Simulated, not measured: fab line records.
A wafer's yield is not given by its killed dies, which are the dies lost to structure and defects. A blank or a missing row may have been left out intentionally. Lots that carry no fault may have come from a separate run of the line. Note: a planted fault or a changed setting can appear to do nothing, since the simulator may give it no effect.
A struck lot beside a sound one    flow nandHarc    44 out of 1302 route steps
Sound: the wafers L945.2, L945.3, L945.6. Wafers L931.2, L931.5, L931.6 were the ones struck. The cause is given at the end.
For every step that has rows: the tool of each side, followed by ch and its chambers, followed by its first start. Under that, the readings that differ: sound wafers    struck wafers    difference of the means    sigmas: that difference in standard deviations of wafers without a fault.
alike: readings with means less than 2 such deviations apart, plus words and numbers identical on both sides. not compared: withheld readings, readings lacking a value on some wafer, bounds such as >300 that could conceal the same value, and numbers that have no deviation in the record and whose values overlap.
Wherever a step has rows on one side only, a row that says differs or no value, or a row with sigmas, the two part there. Numbers that don't overlap but have no deviation are shown without sigmas and don't part them. A reading that every wafer of one side lacks parts them only if that side has two wafers or more.

first, 3 steps without rows for these wafers: NHARC_P_GATE_EXPOSE_08 (exposes mask P HV); NHARC_P_GATE_PEB_09 (peb time 85 s); NHARC_P_GATE_DEVELOP_10 (time 70 s).
NHARC_P_GATE_CD_MEAS_11 targets a cd of 1640 nm.
  sound on cdSem-03 ch 0, day 11 20:29; struck on cdSem-02 ch 0, day 5 20:57
  alike: cdNm
then, 8 steps without rows for these wafers: NHARC_P_GATE_HARDBAKE_12 (time 80 s); NHARC_P_GATE_DESCUM_13 (chemistry O2, time 3 s); NHARC_P_GATE_ETCH_14 (etches SiO2 in dHF, target depth 48.8 nm); NHARC_P_GATE_STRIP_15 (strips in SPM, time 780 s); NHARC_P_GATE_PRECLEAN_71 (cleans in SC1); NHARC_P_GATE_SRD_72; NHARC_P_GATE_OXIDE_16 (material SiO2, target thk 3 nm, ox time 392 s); NHARC_P_GATE_CVD_17 (deposits poly-Si, target thk 150 nm, time 900 s).
NHARC_P_GATE_HM_DEP_102: deposits aC, target thk 120 nm.
  sound on aclDep-02 ch 0, day 12 11:54; struck on aclDep-01 ch 0, day 6 12:23
  alike: throttleValvePct
NHARC_P_GATE_DEP_103: deposits SiON, target thk 30 nm.
  sound on pecvd-02 ch 0,2, day 12 12:27; struck on pecvd-03 ch 0,1, day 6 13:00
reading           sound        struck       difference  sigmas
heaterPowerW (W)  703 667 652  804 905 777  +155        +2
then, 8 steps without rows for these wafers: NHARC_P_GATE_DEHYDRATE_18 (time 120 s); NHARC_P_GATE_HMDS_19 (time 30 s); NHARC_P_GATE_COAT_20 (resist thk 90 nm); NHARC_P_GATE_SOFTBAKE_21 (time 55 s); NHARC_P_GATE_EBR_22; NHARC_P_GATE_EXPOSE_23 (exposes mask P GATE, target cd 120 nm); NHARC_P_GATE_PEB_24 (peb time 65 s); NHARC_P_GATE_DEVELOP_25 (develop time 35 s).
NHARC_P_GATE_CD_MEAS_26 targets a cd of 120 nm.
  sound on cdSem-01 ch 0, day 12 13:08; struck on cdSem-01 ch 0, day 6 13:36
  alike: cdNm
NHARC_P_GATE_OVL_MEAS_27:
  sound on overlay-01 at day 12 13:13; struck on overlay-02 at day 6 13:41
  alike: overlayXNm, overlayYNm
NHARC_P_GATE_INSPECT_28:
  sound on defectInspect-02 at day 12 13:15; struck on defectInspect-02 at day 6 13:43
reading         sound  struck       difference  sigmas
rawDefectCount  6 3 6  284 279 260  +269        +93
then, 1 step without rows for these wafers: NHARC_P_GATE_DESCUM_31 (chemistry O2, time 3 s).
NHARC_P_GATE_ETCH_104: etches the open film in CF4/CHF3, target depth 60 nm.
  sound on rieDiel-10 ch 0,3, day 12 13:23; struck on rieDiel-09 ch 0,1, day 6 13:52
  alike: drypumpMotorCurrentA, oesProductAu, rfVppV, showerheadPlenumPTorr, throttleValvePct
then, 3 steps without rows for these wafers: NHARC_P_GATE_HM_OPEN_105 (chemistry O2/COS, target depth 360 nm); NHARC_P_GATE_STRIP_106 (strips in O2/COS); NHARC_P_GATE_ETCH_114 (etches the open film in CF4/O2, target depth 30 nm, overetch 3 nm, time 16.5 s).
NHARC_P_GATE_ETCH_32: etches the open film in HBr/Cl2, target depth 150 nm, time 100.1 s.
  sound on rieSi-04 ch 0,1,3, day 12 13:47; struck on rieSi-01 ch 2,3, day 6 14:16
  alike: drypumpMotorCurrentA, heBacksideLeakSccm, oesProductAu, throttleValvePct
  not compared: rfHoursCounterH
then, 1 step without rows for these wafers: NHARC_P_GATE_STRIP_108 (strips in O2).
NHARC_P_GATE_CD_MEAS_33:
  sound on cdSem-02 at day 12 14:07; struck on cdSem-02 at day 6 14:37
  alike: cdNm
then, 4 steps without rows for these wafers: NHARC_P_GATE_STRIP_35 (strips in SPM, time 600 s); NHARC_P_GATE_PRECLEAN_73 (cleans in SC1); NHARC_P_GATE_SRD_74; NHARC_P_GATE_ALD_36 (deposits SiNx, target thk 20 nm, pulse time 60 s, ald cycles 223).
NHARC_P_GATE_ETCHBACK_37: etches the open film in CHF3/O2, target depth 34.5 nm, time 17.2 s.
  sound: rieDiel-04 ch 0,1,3; struck: rieDiel-04 ch 0,1,3
reading              sound           struck          difference  sigmas
oesProductAu (a.u.)  0.91 0.92 0.94  1.00 1.01 1.01  +0.08       +2
  alike: drypumpMotorCurrentA, rfVppV, showerheadPlenumPTorr, throttleValvePct
  not compared: rfHoursCounterH
NHARC_P_GATE_STRIP_101: strips in O2, time 20 s.
  sound on rieDiel-04 ch 0,2,3, day 13 00:11; struck on rieDiel-04 ch 0,1,3, day 7 00:42
  alike: drypumpMotorCurrentA, oesProductAu, rfVppV, showerheadPlenumPTorr, throttleValvePct
  not compared: rfHoursCounterH
then, 3 steps without rows for these wafers: NHARC_P_GATE_PRECLEAN_97 (cleans in SPM, time 600 s); NHARC_P_GATE_SRD_98; NHARC_P_GATE_PRECLEAN_99 (cleans in SC1).
NHARC_P_GATE_INSPECT_68:
  sound on defectInspect-01 at day 13 07:38; struck on defectInspect-02 at day 7 11:28
reading         sound        struck       difference  sigmas
rawDefectCount  180 307 327  435 455 399  +158        +2
-- break in the record here, with 19 days between the starts of the struck wafers on either side (left off in module P_GATE, picked up again in module END, where the first step shown is number 1302 on the route) --
NHARC_END_SORT_01:
  the record has rows for the struck wafers here (prober-02 ch 0, day 26 01:45) and none for the sound ones

== WHERE THEY PART ==
Earliest at NHARC_P_GATE_DEP_103; latest, in this record, at NHARC_END_SORT_01.

WHY: whatever the simulator had introduced
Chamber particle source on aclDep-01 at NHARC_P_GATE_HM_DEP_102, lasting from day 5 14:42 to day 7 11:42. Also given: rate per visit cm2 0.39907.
